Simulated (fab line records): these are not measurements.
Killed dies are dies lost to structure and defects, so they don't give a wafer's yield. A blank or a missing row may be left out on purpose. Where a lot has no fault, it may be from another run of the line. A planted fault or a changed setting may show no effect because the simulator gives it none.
Split-lot experiment -- flow n5Finfet -- 21 wafers read from 7 lots, route of 1938 steps

## ABOUT THE SPLIT
At N5_PASSIVATION_PECVD_01 (deposits SiNx from SiH4/NH3/N2, target thk 200 nm, time 43.2 s), the setting timeS was moved away from the recipe's 43.2 s on 9 of the 21 wafers read, by -14.1% to +13.1%. This setting was run at the recipe's value on the other wafers.

Reading taken at the split's own step.

## THE READING
SiNx_of_PASSIVATION_PECVD_01.thkNm (the simulator's own value, which no gauge read), in nm, at N5_PASSIVATION_PECVD_01 (deposits SiNx from SiH4/NH3/N2, target thk 200 nm, time 43.2 s). No usual value for it is given in the file. Across the 12 wafers here that went through the recipe, the average is 198.3 nm and the standard deviation 3.7 nm.

wafer,"tool, chamber at the split","timeS as run, s",against the recipe,"SiNx_of_PASSIVATION_PECVD_01.thkNm, nm",against lot-mates on the recipe
L079.1,"pecvd-02, 2",48.87,+13.1%,224.4,+30.4
L079.3,"pecvd-02, 1",43.2,recipe,194,-
L079.5,"pecvd-02, 0",48.87,+13.1%,226.8,+32.8
L082.1,"pecvd-04, 2",45.6,+5.6%,208,+13.6
L082.2,"pecvd-04, 0",43.2,recipe,194.4,-
L082.4,"pecvd-04, 0",45.6,+5.6%,206.8,+12.4
L083.1,"pecvd-01, 1",43.2,recipe,200,-
L083.3,"pecvd-01, 0",43.2,recipe,204.2,-
L083.6,"pecvd-01, 0",43.2,recipe,204.6,-
L089.3,"pecvd-02, 2",39.62,-8.3%,184.2,-18.6
L089.5,"pecvd-02, 2",43.2,recipe,202.8,-
L089.6,"pecvd-02, 1",39.62,-8.3%,185.4,-17.4
L090.2,"pecvd-01, 0",37.09,-14.1%,174,-22.3
L090.3,"pecvd-01, 1",43.2,recipe,195,-
L090.4,"pecvd-01, 1",43.2,recipe,197.6,-
L094.2,"pecvd-01, 1,2",43.2,recipe,195,-
L094.3,"pecvd-01, 1,2",43.2,recipe,195,-
L094.5,"pecvd-01, 1",43.2,recipe,199.2,-
L095.1,"pecvd-02, 2",43.2,recipe,198.4,-
L095.3,"pecvd-02, 0",48.87,+13.1%,227.2,+28.8
L095.4,"pecvd-02, 2",48.87,+13.1%,229,+30.6
The file does not say which wafer passed through which chamber wherever a row lists several chambers: such a row stands for several wafers.

THE FIT
A straight line over all 21 wafers: SiNx_of_PASSIVATION_PECVD_01.thkNm changes by +1.97 nm for each +1% of timeS; r = +0.97; the points scatter about the line by 3.5 nm.
The same after taking each lot's own level away (the mean of its wafers on the recipe; 21 wafers): +2.15 nm for each +1%; r = +0.99; scatter 2.4 nm.
The reading moves by 30 nm for the largest change in timeS, on that fit.
Measured against the standard deviation above, the lots' own levels, which go from 194.00 to 202.93 nm, span 2.4 times it.
The two slopes agree, so the slope changes little with the lot-to-lot level.
Check: for one of the wafers moved furthest among these (-14.1%), held out of the fit, the line's prediction against its lot-mates is -32.3 nm. Against them it came out at -22.3 nm.

## ADDITIONAL SPLITS CARRIED BY THESE WAFERS
Note: prior to the reading, these wafers also went through further splits. Each is held against what the fit with the lots' levels taken away leaves over:
other split on the same wafers,wafers away from the commonest value,r with SiNx_of_PASSIVATION_PECVD_01.thkNm (lot level and that fit taken away)
N5_MIM_TOP_LITHO_EXPOSE_05 doseMj,7,+0.09

## FILE'S OWN FIT
SiNx_of_PASSIVATION_PECVD_01.thkNm changes by +2.08 nm for each +1% of timeS, r = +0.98.
